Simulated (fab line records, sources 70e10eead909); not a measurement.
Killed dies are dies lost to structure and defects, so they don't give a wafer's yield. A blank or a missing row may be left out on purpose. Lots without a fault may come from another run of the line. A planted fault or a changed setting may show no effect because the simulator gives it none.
Chamber matching | flow nand_harc | NHARC_A_STAIRCASE_DESCUM_443 on rie_diel-07: 4 sister chambers
The step chemistry O2, time 3 s. 14 wafers are shown with their chamber, then 7 later ones without.

WAFERS WITH THEIR CHAMBER
wafer  | chamber | drypump_motor_current_A (A) | showerhead_plenum_p_Torr (Torr) | oes_product_au (a.u.)
L074.3 | 2       | 5.2                         | 1.84                            | 0.994
L074.4 | 3       | 5.4                         | 2.04                            | 0.980
L074.5 | 2       | 5.1                         | 1.84                            | 0.992
L075.1 | 3       | 5.4                         | 2.04                            | 0.979
L075.2 | 2       | 5.2                         | 1.84                            | 1.001
L075.5 | 3       | 5.4                         | 2.04                            | 0.978
L084.1 | 0       | 5.2                         | 1.96                            | 1.004
L084.2 | 2       | 5.2                         | 1.83                            | 0.987
L084.5 | 0       | 5.2                         | 1.96                            | 1.005
L087.3 | 2       | 5.2                         | 1.83                            | 0.986
L087.4 | 3       | 5.4                         | 2.03                            | 0.985
L087.6 | 3       | 5.4                         | 2.03                            | 0.980
L089.1 | 2       | 5.2                         | 1.82                            | 1.001
L089.2 | 1       | 5.8                         | 2.03                            | 1.003

SIGNATURES (means of the wafers above)
reading                  | chamber 0 | chamber 1 | chamber 2 | chamber 3 | scatter within a chamber
drypump_motor_current_A  | 5.200     | 5.800     | 5.183     | 5.400     | 0.0289
showerhead_plenum_p_Torr | 1.9600    | 2.0300    | 1.8333    | 2.0360    | 0.00673
oes_product_au           | 1.00450   | 1.00300   | 0.99350   | 0.98040   | 0.00493
Rule: a wafer's distance from a chamber is the root of the sum, over the readings, of the square of ((its reading less the chamber's mean) divided by the reading's scatter). The wafer belongs to the nearest chamber; if the next one is less than 2 further off, it can't be placed. The scatter: the root of (the sum of the squares of (reading less its chamber's mean) over the shown wafers, divided by (wafers less chambers)).

WAFERS WITHOUT THEIR CHAMBER
wafer  | drypump_motor_current_A (A) | showerhead_plenum_p_Torr (Torr) | oes_product_au (a.u.)
L089.4 | 5.4                         | 2.03                            | 0.985
L090.3 | 5.1                         | 1.82                            | 1.003
L090.4 | 5.4                         | 2.03                            | 0.992
L090.5 | 5.2                         | 1.96                            | 1.007
L096.1 | 5.8                         | 2.02                            | 1.001
L096.2 | 5.2                         | 1.82                            | 0.996
L096.5 | 5.2                         | 1.82                            | 0.998

WHICH CHAMBER EACH WENT THROUGH
wafer  | from the rows above | in truth
L089.4 | 3                   | 3
L090.3 | 2                   | 2
L090.4 | 3                   | 3
L090.5 | 0                   | 0
L096.1 | 1                   | 1
L096.2 | 2                   | 2
L096.5 | 2                   | 2
Placed correctly: 7 of 7. Can't be placed from these rows: 0. Placed wrongly: 0.
